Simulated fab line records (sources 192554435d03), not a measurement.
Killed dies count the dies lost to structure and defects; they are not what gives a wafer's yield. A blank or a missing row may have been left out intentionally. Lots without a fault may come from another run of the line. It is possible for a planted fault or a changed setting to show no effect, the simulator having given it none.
fab line records + flow n5Finfet
record:
- lots: 10
- wafers: 30
- lastDay: 15
route steps=1938 shown HKMG_FIN@388 BEOL_M4@1091 PASSIVATION@1936
lots that met no fault: from a run of the same line without faults
startH: the number of hours between the record's first day and the start of the first shown wafer of the lot + waitH: hours from the lot's prior step to this one + " same as the row above + L1.1+2: one row covering several wafers at once + - no value, or no start was given + * or withheld: withheld + < > ~ a bound
route shown NAME@n: names a module that has steps shown in the file, with the first one's number in the route + usual: the fault-free wafers' mean and standard deviation + same: alike in all rows + chamber/n: place in a boat + sites: each site's reading + _std_site: standard deviation across them + _edge_site: the outer-site mean with the inner-site mean subtracted + radiusMm: for every site, how far away it sits from the centre of the wafer + mask NAME#n: copy n + behind: the last tool/chamber to shape the wafer + hold: why the lot went on hold/how many hours it stayed there/how the hold came to an end + device: transistor that didn't switch, given as n, p or np + end of line: the route-end tests of the same wafers + a step given without rows: its recipe and nothing more + killed: at the first sort, the dies lost to defects and structure; wafer yield is something else + map: dies across one wafer; x = killed, . = not, _ = none there
set.NAME: the setting the step ran with; set.NAME@STEP: the setting that earlier step ran with + model.NAME: the simulator's own value behind a step, which no gauge read
steps of the route over a sample of lots; a table a step, a row a wafer
services: a tool's chamber out of use, with start hour (startH, from the record's first day; less than 0 if before it), hours out, and reason
== steps ==
step: N5_HKMG_FIN_ALD_74
recipe:
- material: La2O3
- targetThkA: 5
- tempC: 250
- aldPrecursorFamily: La-Cp
- aldCoReactant: O3
- pulseTimeS: 6
- coReactantPulseTimeS: 1
- purgeTimeS: 3
- coReactantPurgeTimeS: 3
usual:
- heaterPowerW: 359/34
- precursorPulseHeightRel: 1.002/0.02
| lot.wafer | tool     | chamber | startH | waitH | heaterPowerW | precursorPulseHeightRel |
|-----------|----------|---------|--------|-------|--------------|-------------------------|
| L353.2    | aldHk-03 | 1       | 81.74  | 0.2   | 362          | 0.997                   |
| L353.3    | "        | 3       | "      | "     | 373          | 1.035                   |
| L353.5    | "        | 0       | "      | "     | 330          | 0.994                   |
| L354.4    | aldHk-01 | 3       | 90.52  | 0.1   | 308          | 1.000                   |
| L354.5    | "        | 2       | "      | "     | 404          | 0.987                   |
| L354.6    | "        | 3       | "      | "     | 302          | 0.967                   |
| L356.2    | aldHk-03 | 2       | 110.90 | 0.2   | 385          | 1.024                   |
| L356.5    | "        | 3       | "      | "     | 368          | 0.942                   |
| L356.6    | "        | 2       | "      | "     | 387          | 1.001                   |
| L357.2    | aldHk-01 | 2       | 113.06 | 0.2   | 394          | 0.980                   |
| L357.3    | "        | 1       | "      | "     | 325          | 1.002                   |
| L357.6    | "        | 1       | "      | "     | 324          | 1.007                   |
| L358.3    | aldHk-01 | 3       | 116.37 | 0.1   | 319          | 0.997                   |
| L358.5    | "        | 2       | "      | "     | 403          | 0.994                   |
| L358.6    | "        | 1       | "      | "     | 323          | 0.998                   |
| L359.2    | aldHk-02 | 2       | 117.69 | 0.2   | 334          | 1.014                   |
| L359.4    | "        | 3       | "      | "     | 433          | 0.991                   |
| L359.5    | "        | 3       | "      | "     | 435          | 0.976                   |
| L361.2    | aldHk-03 | 3       | 132.65 | 0.2   | 365          | 1.001                   |
| L361.3    | "        | 0       | "      | "     | 335          | 1.017                   |
| L361.4    | "        | 1       | "      | "     | 365          | 1.033                   |
| L362.1    | aldHk-01 | 1       | 134.35 | 0.2   | 324          | 0.991                   |
| L362.2    | "        | 2       | "      | "     | 394          | 1.000                   |
| L362.3    | "        | 0       | "      | "     | 351          | 1.020                   |
| L365.2    | aldHk-01 | 3       | 156.25 | 0.2   | 317          | 1.033                   |
| L365.3    | "        | 1       | "      | "     | 329          | 1.005                   |
| L365.5    | "        | 1       | "      | "     | 330          | 0.991                   |
| L366.3    | aldHk-01 | 3       | 161.81 | 0.1   | 306          | 1.010                   |
| L366.4    | "        | 1       | "      | "     | 326          | 1.040                   |
| L366.5    | "        | 1       | "      | "     | 331          | 0.999                   |
step: N5_BEOL_M4_ANNEAL_87
recipe:
- tempC: 400
- timeS: 240
- ambient: vacuum
usual:
- heaterPowerW: 806/91
| lot.wafer | tool          | chamber | startH | waitH | heaterPowerW |
|-----------|---------------|---------|--------|-------|--------------|
| L353.2    | pvdSputter-03 | -       | 162.30 | 0.0   | 825          |
| L353.3    | "             | -       | "      | "     | 775          |
| L353.5    | "             | -       | "      | "     | 831          |
| L354.4    | pvdSputter-02 | -       | 185.56 | 0.0   | 871          |
| L354.5    | "             | -       | "      | "     | 860          |
| L354.6    | "             | -       | "      | "     | 873          |
| L356.2    | pvdSputter-01 | -       | 202.97 | 0.1   | 850          |
| L356.5    | "             | -       | "      | "     | 636          |
| L356.6    | "             | -       | "      | "     | 837          |
| L357.2    | pvdSputter-03 | -       | 213.99 | 0.0   | 832          |
| L357.3    | "             | -       | "      | "     | 848          |
| L357.6    | "             | -       | "      | "     | 811          |
| L358.3    | pvdSputter-02 | -       | 230.72 | 0.0   | 877          |
| L358.5    | "             | -       | "      | "     | 886          |
| L358.6    | "             | -       | "      | "     | 595          |
| L359.2    | pvdSputter-03 | -       | 230.95 | 0.0   | 896          |
| L359.4    | "             | -       | "      | "     | 785          |
| L359.5    | "             | -       | "      | "     | 885          |
| L361.2    | pvdSputter-01 | -       | 241.69 | 0.1   | 827          |
| L361.3    | "             | -       | "      | "     | 853          |
| L361.4    | "             | -       | "      | "     | 627          |
| L362.1    | pvdSputter-03 | -       | 251.41 | 0.0   | 906          |
| L362.2    | "             | -       | "      | "     | 780          |
| L362.3    | "             | -       | "      | "     | 819          |
| L366.3    | pvdSputter-02 | -       | 262.98 | 0.0   | 855          |
| L366.4    | "             | -       | "      | "     | 613          |
| L366.5    | "             | -       | "      | "     | 847          |
| L365.2    | pvdSputter-03 | -       | 271.72 | 0.0   | 789          |
| L365.3    | "             | -       | "      | "     | 848          |
| L365.5    | "             | -       | "      | "     | 783          |
step: N5_BEOL_M4_ANNEAL_91
recipe:
- tempC: 400
- timeS: 240
- ambient: vacuum
usual:
- heaterPowerW: 804/89
| lot.wafer | tool          | chamber | startH | waitH | heaterPowerW |
|-----------|---------------|---------|--------|-------|--------------|
| L353.2    | pvdSputter-03 | -       | 162.74 | 0.0   | 810          |
| L353.3    | "             | -       | "      | "     | 792          |
| L353.5    | "             | -       | "      | "     | 859          |
| L354.4    | pvdSputter-02 | -       | 186.00 | 0.0   | 865          |
| L354.5    | "             | -       | "      | "     | 867          |
| L354.6    | "             | -       | "      | "     | 873          |
| L356.2    | pvdSputter-01 | -       | 203.85 | 0.1   | 842          |
| L356.5    | "             | -       | "      | "     | 615          |
| L356.6    | "             | -       | "      | "     | 828          |
| L357.2    | pvdSputter-03 | -       | 214.43 | 0.0   | 808          |
| L357.3    | "             | -       | "      | "     | 839          |
| L357.6    | "             | -       | "      | "     | 817          |
| L358.3    | pvdSputter-02 | -       | 231.16 | 0.0   | 861          |
| L358.5    | "             | -       | "      | "     | 854          |
| L358.6    | "             | -       | "      | "     | 616          |
| L359.2    | pvdSputter-03 | -       | 231.39 | 0.0   | 873          |
| L359.4    | "             | -       | "      | "     | 791          |
| L359.5    | "             | -       | "      | "     | 904          |
| L361.2    | pvdSputter-01 | -       | 242.57 | 0.1   | 838          |
| L361.3    | "             | -       | "      | "     | 864          |
| L361.4    | "             | -       | "      | "     | 641          |
| L362.1    | pvdSputter-03 | -       | 251.85 | 0.0   | 916          |
| L362.2    | "             | -       | "      | "     | 771          |
| L362.3    | "             | -       | "      | "     | 828          |
| L366.3    | pvdSputter-02 | -       | 263.42 | 0.0   | 844          |
| L366.4    | "             | -       | "      | "     | 592          |
| L366.5    | "             | -       | "      | "     | 870          |
| L365.2    | pvdSputter-03 | -       | 272.16 | 0.0   | 776          |
| L365.3    | "             | -       | "      | "     | 855          |
| L365.5    | "             | -       | "      | "     | 785          |
step: N5_BEOL_M4_RS_MEAS_58
recipe:
- thkMeasGauge: four-point-probe
- reads: Co_of_BEOL_M4_CO_CAP_55+Cu_of_BEOL_M4_ECD_50+Co_of_BEOL_M4_CVD_47+TaN_of_BEOL_M4_ALD_84
usual:
- M4_RS: 0.675/0.025
| lot.wafer | tool         | chamber | startH | waitH | M4_RS[ohm/sq] |
|-----------|--------------|---------|--------|-------|---------------|
| L353.2    | filmMetro-01 | -       | 164.36 | 0.1   | 0.692         |
| L353.3    | "            | -       | "      | "     | 0.662         |
| L353.5    | "            | -       | "      | "     | 0.679         |
| L354.4    | filmMetro-02 | -       | 187.63 | 0.0   | 0.653         |
| L354.5    | "            | -       | "      | "     | 0.637         |
| L354.6    | "            | -       | "      | "     | 0.636         |
| L356.2    | filmMetro-01 | -       | 206.15 | 0.1   | 0.695         |
| L356.5    | "            | -       | "      | "     | 0.671         |
| L356.6    | "            | -       | "      | "     | 0.695         |
| L357.2    | filmMetro-01 | -       | 216.08 | 0.1   | 0.698         |
| L357.3    | "            | -       | "      | "     | 0.696         |
| L357.6    | "            | -       | "      | "     | 0.732         |
| L358.3    | filmMetro-01 | -       | 232.79 | 0.1   | 0.688         |
| L358.5    | "            | -       | "      | "     | 0.672         |
| L358.6    | "            | -       | "      | "     | 0.659         |
| L359.2    | filmMetro-01 | -       | 233.17 | 0.1   | 0.660         |
| L359.4    | "            | -       | "      | "     | 0.671         |
| L359.5    | "            | -       | "      | "     | 0.655         |
| L361.2    | filmMetro-02 | -       | 244.87 | 0.1   | 0.679         |
| L361.3    | "            | -       | "      | "     | 0.674         |
| L361.4    | "            | -       | "      | "     | 0.703         |
| L362.1    | filmMetro-01 | -       | 253.52 | 0.0   | 0.659         |
| L362.2    | "            | -       | "      | "     | 0.675         |
| L362.3    | "            | -       | "      | "     | 0.658         |
| L366.3    | filmMetro-02 | -       | 265.29 | 0.1   | 0.650         |
| L366.4    | "            | -       | "      | "     | 0.670         |
| L366.5    | "            | -       | "      | "     | 0.639         |
| L365.2    | filmMetro-01 | -       | 273.79 | 0.1   | 0.686         |
| L365.3    | "            | -       | "      | "     | 0.697         |
| L365.5    | "            | -       | "      | "     | 0.679         |
step: N5_BEOL_M4_RC_MEAS_101
usual:
- DIBL_N: 36.2/1.2
- DIBL_P: 36.3/1.3
- IOFF_N: 0.155/0.019
- IOFF_P: 0.210/0.029
- ION_N: 677/8.6
- ION_P: 465/6.8
- SS_N: 71.4/0.48
- SS_P: 73.2/0.53
- VT_N: 249.9/2.4
- VT_N_LVT: 99.0/2.1
- VT_P: -250/3.2
| lot.wafer | tool      | chamber | startH | waitH | DIBL_N[mV/V] | DIBL_P[mV/V] | IOFF_N[nA/um] | IOFF_P[nA/um] | ION_N[uA/um] | ION_P[uA/um] | SS_N[mV/dec] | SS_P[mV/dec] | VT_N[mV] | VT_N_LVT[mV] | VT_P[mV] |
|-----------|-----------|---------|--------|-------|--------------|--------------|---------------|---------------|--------------|--------------|--------------|--------------|----------|--------------|----------|
| L353.2    | prober-02 | 0       | 164.57 | 0.2   | 35.9         | 36.3         | 0.161         | 0.233         | 680          | 471          | 71.5         | 73.6         | 247.7    | 98.2         | -247     |
| L353.3    | "         | 0       | "      | "     | 35.5         | 36.4         | 0.155         | 0.227         | 690          | 476          | 70.4         | 72.9         | 246.8    | 98.0         | -247     |
| L353.5    | "         | 0       | "      | "     | 35.7         | 36.2         | 0.155         | 0.229         | 681          | 472          | 70.8         | 73.7         | 246.7    | 98.5         | -248     |
| L354.4    | prober-01 | 0       | 188.14 | 0.5   | 34.5         | 35.1         | 0.138         | 0.196         | 682          | 470          | 70.4         | 73.4         | 250.0    | 101.1        | -249     |
| L354.5    | "         | 0       | "      | "     | 34.6         | 34.9         | 0.140         | 0.194         | 670          | 465          | 70.7         | 72.7         | 251.1    | 100.3        | -251     |
| L354.6    | "         | 0       | "      | "     | 34.0         | 34.1         | 0.121         | 0.177         | 664          | 456          | 70.3         | 72.9         | 253.0    | 102.6        | -254     |
| L356.2    | prober-02 | 0       | 206.36 | 0.2   | 37.6         | 37.0         | 0.164         | 0.198         | 679          | 458          | 71.6         | 73.7         | 248.7    | 97.8         | -252     |
| L356.5    | "         | 0       | "      | "     | 37.2         | 36.6         | 0.149         | 0.181         | 673          | 457          | 71.4         | 74.1         | 252.1    | 100.6        | -253     |
| L356.6    | "         | 0       | "      | "     | 36.1         | 35.7         | 0.144         | 0.183         | 674          | 465          | 71.0         | 73.3         | 251.6    | 98.8         | -251     |
| L357.2    | prober-02 | 0       | 216.28 | 0.2   | 35.7         | 36.7         | 0.176         | 0.239         | 682          | 470          | 71.8         | 72.9         | 251.2    | 96.9         | -250     |
| L357.3    | "         | 0       | "      | "     | 34.8         | 35.9         | 0.147         | 0.219         | 680          | 474          | 70.9         | 74.0         | 250.3    | 99.3         | -252     |
| L357.6    | "         | 0       | "      | "     | 33.7         | 34.1         | 0.128         | 0.190         | 681          | 467          | 70.7         | 73.0         | 250.1    | 100.6        | -250     |
| L358.3    | prober-01 | 0       | 233.15 | 0.3   | 35.4         | 36.0         | 0.149         | 0.187         | 678          | 464          | 71.4         | 72.9         | 248.8    | 99.0         | -254     |
| L358.5    | "         | 0       | "      | "     | 36.3         | 36.8         | 0.161         | 0.198         | 689          | 469          | 71.6         | 73.5         | 249.3    | 96.8         | -252     |
| L358.6    | "         | 0       | "      | "     | 34.9         | 35.4         | 0.133         | 0.178         | 667          | 464          | 71.3         | 73.0         | 252.8    | 100.9        | -255     |
| L359.2    | prober-02 | 0       | 233.38 | 0.2   | 35.4         | 35.1         | 0.155         | 0.235         | 679          | 473          | 71.8         | 73.3         | 247.3    | 97.0         | -246     |
| L359.4    | "         | 0       | "      | "     | 36.1         | 35.5         | 0.165         | 0.245         | 683          | 477          | 71.8         | 73.4         | 248.0    | 97.0         | -244     |
| L359.5    | "         | 0       | "      | "     | 35.5         | 35.5         | 0.158         | 0.257         | 671          | 474          | 71.6         | 73.4         | 248.7    | 97.9         | -244     |
| L361.2    | prober-01 | 0       | 245.08 | 0.2   | 34.4         | 33.4         | 0.117         | 0.192         | 669          | 470          | 70.6         | 72.5         | 253.2    | 104.6        | -245     |
| L361.3    | "         | 0       | "      | "     | 36.1         | 36.1         | 0.154         | 0.227         | 680          | 474          | 71.4         | 73.4         | 250.9    | 98.9         | -247     |
| L361.4    | "         | 0       | "      | "     | 37.6         | 37.4         | 0.181         | 0.253         | 684          | 470          | 71.6         | 74.0         | 246.6    | 96.4         | -247     |
| L362.1    | prober-01 | 0       | 253.57 | 0.0   | 35.5         | 35.8         | 0.165         | 0.222         | 687          | 467          | 71.0         | 73.1         | 245.4    | 97.3         | -249     |
| L362.2    | "         | 0       | "      | "     | 37.7         | 37.8         | 0.204         | 0.267         | 678          | 470          | 71.8         | 73.8         | 246.3    | 94.8         | -248     |
| L362.3    | "         | 0       | "      | "     | 35.9         | 35.3         | 0.152         | 0.218         | 678          | 469          | 71.9         | 73.3         | 252.4    | 99.4         | -250     |
| L366.3    | prober-01 | 0       | 265.65 | 0.3   | 37.0         | 37.8         | 0.187         | 0.269         | 680          | 469          | 71.5         | 74.1         | 245.6    | 97.8         | -244     |
| L366.4    | "         | 0       | "      | "     | 36.3         | 37.1         | 0.175         | 0.266         | 696          | 479          | 71.9         | 73.7         | 247.8    | 98.4         | -247     |
| L366.5    | "         | 0       | "      | "     | 36.7         | 37.1         | 0.172         | 0.185         | 686          | 464          | 71.8         | 73.1         | 245.8    | 89.1         | -255     |
| L365.2    | prober-02 | 0       | 273.99 | 0.2   | 35.4         | 37.3         | 0.158         | 0.225         | 674          | 462          | 71.5         | 74.0         | 251.2    | 100.0        | -249     |
| L365.3    | "         | 0       | "      | "     | 34.9         | 36.4         | 0.147         | 0.215         | 675          | 469          | 71.8         | 73.4         | 249.0    | 99.8         | -249     |
| L365.5    | "         | 0       | "      | "     | 35.6         | 37.5         | 0.172         | 0.238         | 680          | 472          | 70.5         | 73.7         | 248.5    | 97.7         | -246     |
step: N5_PASSIVATION_PROBE_49
usual:
- defectLimitedYield: 91.2/1.4
- killed_at_M0_to_M3: 34/10
- killed_at_M4_up: 13/5.1
- killedAtContacts: 12/6.5
- killedAtFrontEnd: 41/11
- killedAtOther: 4/3.3
- killedDies: 104/16
- killedOpen: 69/13
- killedShort: 33/7
- sort_bin_5_function: 5.1/0.91
- sort_bin_6_memory: 3.3/0.69
- sortNPass: 1076/16
- sortYieldPct: 91.2/1.4
same:
- grossDies: 1180
- killedAtBackSide: 0
- sort_bin_4_leakage[%]: 0
- sort_bin_8_speed[%]: 0
| lot.wafer | tool      | chamber | startH | waitH | defectLimitedYield[%] | killed_at_M0_to_M3 | killed_at_M4_up | killedAtContacts | killedAtFrontEnd | killedAtOther | killedDies | killedOpen | killedShort | sort_bin_5_function[%] | sort_bin_6_memory[%] | sortNPass | sortYieldPct[%] |
|-----------|-----------|---------|--------|-------|-----------------------|--------------------|-----------------|------------------|------------------|---------------|------------|------------|-------------|------------------------|----------------------|-----------|-----------------|
| L366.3    | prober-02 | -       | 371.42 | 0.1   | 89.6                  | 45                 | 12              | 7                | 52               | 7             | 123        | 87         | 34          | 5.4                    | 4.3                  | 1057      | 89.6            |
| L366.4    | prober-02 | -       | 371.47 | 0.2   | 94.4                  | 15                 | 12              | 13               | 24               | 2             | 66         | 46         | 20          | 3.1                    | 2.0                  | 1114      | 94.4            |
| L366.5    | prober-02 | -       | 371.52 | 0.2   | 90.8                  | 25                 | 18              | 10               | 44               | 11            | 108        | 68         | 35          | 4.9                    | 3.6                  | 1072      | 90.8            |
killed by level:class
L366.3 STI_FIN_REVEAL:geometricParticle:open=17 FIN_SAQP:geometricParticle:open=9 BEOL_M1:geometricParticle:open=9 FIN_SAQP:geometricParticle:short=8 BEOL_M2:geometricParticle:open=8 BEOL_M0_SAQP:geometricParticle:open=8 BEOL_M3:geometricParticle:open=8 MOL_CONTACT_COAG:geometricParticle:open=7
L366.4 MOL_CONTACT_COAG:geometricParticle:open=13 STI_FIN_REVEAL:geometricParticle:open=9 BEOL_M3:geometricParticle:open=9 BEOL_M4:geometricParticle:open=6 GATE_CUT:geometricParticle:short=3 BEOL_M3:geometricParticle:short=3 STARTING-WAFER:geometricParticle:short=3 STI_FIN_REVEAL:geometricParticle:short=2
L366.5 STI_FIN_REVEAL:geometricParticle:open=18 BEOL_M3:geometricParticle:open=11 BEOL_M4:geometricParticle:open=8 MOL_CONTACT_COAG:geometricParticle:open=7 PASS1_CAP:geometricParticle:short=7 STARTING-WAFER:geometricParticle:open=6 HKMG_FIN:areaEtch=5 GATE_CUT:geometricParticle:short=4
== services ==
| tool          | chamber | startH | hours | kind   |
|---------------|---------|--------|-------|--------|
| aldHk-01      | -       | 78.81  | 1.0   | repair |
| aldHk-02      | -       | 118.86 | 0.3   | repair |
| pvdSputter-01 | -       | 146.86 | 5.2   | repair |
| aldHk-03      | -       | 150.49 | 8.7   | pm     |
| aldHk-02      | -       | 205.85 | 6.0   | pm     |
| aldHk-01      | -       | 263.20 | 0.4   | repair |
== key ==
firstSign:
- step: N5_BEOL_M4_RC_MEAS_101
- reading: VT_N_LVT
- direction: down
- sigmas: 4.6
- usual: 99.0
- struck: 89.1
effect none on later readings
metAt N5_HKMG_FIN_ALD_74
struckLots L366
struckWafers L366.5
notActingAt N5_BEOL_M4_ANNEAL_87,N5_BEOL_M4_ANNEAL_91,N5_BEOL_M4_RS_MEAS_58
onsetBetween 156.25 161.81
fault:
- kind: processParameterDrift
- tool: aldHk-01
- chamber: -
- onsetH: 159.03
- steps: N5_HKMG_FIN_ALD_74
- channel: targetThkA
- offset: *
- shape: step
- endH: 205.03
- scope: struckWafersOnly
- actsIn: *
- stated: *
